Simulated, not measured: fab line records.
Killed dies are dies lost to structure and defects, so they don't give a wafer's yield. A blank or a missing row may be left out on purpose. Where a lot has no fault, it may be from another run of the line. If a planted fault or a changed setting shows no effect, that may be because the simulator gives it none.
Matching of chambers + flow n5Finfet + N5_GATE_CUT_CMP_43 on cmp-02: 4 sister chambers
The step polishes SiO2. 4 wafers are shown with their chamber, then 11 later ones without.

WAFERS, EACH WITH ITS CHAMBER
| wafer  | chamber | motorCurrentA (A) |
|--------|---------|-------------------|
| L087.5 | 1       | 13.5              |
| L087.6 | 0       | 11.8              |
| L091.6 | 3       | 12.8              |
| L090.1 | 2       | 11.7              |

WAFERS WITHOUT THEIR CHAMBER
| wafer  | motorCurrentA (A) |
|--------|-------------------|
| L090.3 | 12.9              |
| L090.5 | 10.9              |
| L093.1 | 13.2              |
| L093.2 | 12.8              |
| L093.4 | 11.5              |
| L094.2 | 13.0              |
| L094.4 | 12.6              |
| L094.6 | 13.1              |
| L096.2 | 12.9              |
| L096.4 | 12.7              |
| L096.6 | 12.6              |

WHICH CHAMBER EACH WENT THROUGH
| wafer  | from the rows above     | in truth                   |
|--------|-------------------------|----------------------------|
| L090.3 | can't be placed: 3 or 1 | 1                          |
| L090.5 | can't be placed: 2 or 0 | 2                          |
| L093.1 | can't be placed: 1 or 3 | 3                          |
| L093.2 | 3                       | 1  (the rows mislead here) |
| L093.4 | can't be placed: 2 or 0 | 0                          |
| L094.2 | can't be placed: 3 or 1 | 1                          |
| L094.4 | can't be placed: 3 or 0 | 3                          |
| L094.6 | can't be placed: 3 or 1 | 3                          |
| L096.2 | can't be placed: 3 or 1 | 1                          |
| L096.4 | 3                       | 3                          |
| L096.6 | can't be placed: 3 or 0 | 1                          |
Correct placement for 1 of the 11. These rows do not allow placing 9 (true chamber among the candidates in 8). Wrongly placed: 1.
How it was worked out, from the rows above alone: a wafer's distance from a chamber is the root of the sum, over the readings, of the square of ((its reading less the chamber's mean) divided by the reading's scatter). If the next closest chamber is less than 2 further off than the closest, the wafer can't be placed; otherwise it belongs to the closest. The mean given for a chamber averages the wafers shown for that chamber. The scatter (one wafer shown for each chamber): square how far every hidden wafer sits from the nearest shown wafer, average those squares and take the square root.
